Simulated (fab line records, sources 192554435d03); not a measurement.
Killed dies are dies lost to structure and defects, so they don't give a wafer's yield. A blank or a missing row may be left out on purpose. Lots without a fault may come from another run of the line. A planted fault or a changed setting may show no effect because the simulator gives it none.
Problem report in the 8D (eight disciplines) form, filled by code | flow n5_finfet | the parts of the form that need people (team, actions taken, sign-off) are left out

1. THE PROBLEM
cd_nm at N5_BEOL_M12_CD_MEAS_10 reads a mean of 16.3 nm on 6 wafers of 2 lots; wafers without a fault read 138.4 nm with a standard deviation of 2. That is -61 standard deviations from the usual mean.
The step: target cd 140 nm.
First seen on wafer L594.2, day 14 22:06, on cd_sem-02. The record holds 30 wafers of 10 lots with a number at this step. Rule for "out", or "out of limits": more than 4 standard deviations from the usual mean. The other wafers with a number count as sound.

2. WHAT IT IS AND WHAT IT IS NOT
question                    | is                     | is not
which readings at this step | cd_nm                  | -
which lots                  | L594, L595             | L582, L583, L585, L586, L593, L598, L599, L600
which wafers of those lots  | all that have a number | -
read on which gauges        | cd_sem-02, cd_sem-03   | cd_sem-01
when                        | from day 14 22:06      | up to then (15 sound wafers); but 9 sound wafers of L598, L599, L600 came after

3. SUSPECTS, AND WHAT RULES EACH OUT
Counting: a tool at a process step up to the reading stays a suspect if it ran every lot that is out and no sound lot after the first of them.
- the gauge at N5_BEOL_M12_CD_MEAS_10: ruled out. The wafers that are out were read on 2 gauges (cd_sem-02, cd_sem-03).
- litho_track-05 at N5_BEOL_M12_PEB_08 (peb time 90 s): kept. It ran every lot that is out, first L594 (day 14 21:59), and no sound lot after that; its last sound lot up to then is L586 (day 11 23:09). Its own readings are out on those wafers: heater_power_total_W, plate_temp_C.
Left after counting: litho_track-05 at N5_BEOL_M12_PEB_08.

4. THE CAUSE (what the simulator had put in)
Process parameter drift: litho_track-05, from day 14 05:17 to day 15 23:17, at N5_BEOL_M12_PEB_08. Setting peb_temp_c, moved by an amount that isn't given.
Counting left only this tool.

5. THE CHAIN OF EFFECTS, in route order
Each row: a reading whose mean over the struck wafers that have a number lies more than 3 standard deviations from the usual. Only readings for which the record gives a usual standard deviation are gone through. hours: the time from each lot's start at the first step in this table that gives one to its start at this step, as a median over the lots. sigmas: the change in usual standard deviations.
hours | step                    | reading              | usual    | on struck wafers | change | sigmas
0     | N5_BEOL_M12_PEB_08      | heater_power_total_W | 172.4 W  | 141.6            | -30.8  | -36
0     | N5_BEOL_M12_PEB_08      | plate_temp_C         | 130.01 C | 112.22           | -17.79 | -99 or more
0     | N5_BEOL_M12_CD_MEAS_10  | cd_nm                | 138.4 nm | 16.3             | -122.1 | -61
46    | N5_PASSIVATION_PROBE_49 | defect_limited_yield | 91.4 %   | 0.0              | -91.4  | -65
46    | N5_PASSIVATION_PROBE_49 | killed_at_M4_up      | 13       | 1092             | +1079  | +99 or more
46    | N5_PASSIVATION_PROBE_49 | killed_dies          | 102      | 1180             | +1078  | +63
46    | N5_PASSIVATION_PROBE_49 | killed_on_rim        | 14       | 152              | +138   | +33
46    | N5_PASSIVATION_PROBE_49 | sort_bin_5_function  | 5.1 %    | 96.5             | +91.4  | +93
46    | N5_PASSIVATION_PROBE_49 | sort_n_pass          | 1077     | 0                | -1077  | -51
46    | N5_PASSIVATION_PROBE_49 | sort_yield_pct       | 91.3 %   | 0.0              | -91.3  | -54
The process steps in it:
- N5_BEOL_M12_PEB_08: peb time 90 s.
- N5_PASSIVATION_PROBE_49

6. WHAT WOULD HAVE CAUGHT IT SOONER
In this record the first reading out of limits at a measuring or inspecting step was taken at day 14 22:06, 17 hours after the fault began at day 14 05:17.
The tool's own readings at N5_BEOL_M12_PEB_08 were out on every struck wafer that the step has a row for (heater_power_total_W, plate_temp_C): an alarm limit on them would have fired on the first of those.
Of the lots that are out (2), L595 began N5_BEOL_M12_PEB_08 on litho_track-05 after day 14 22:06. A hold on the tool at that time would have spared it.
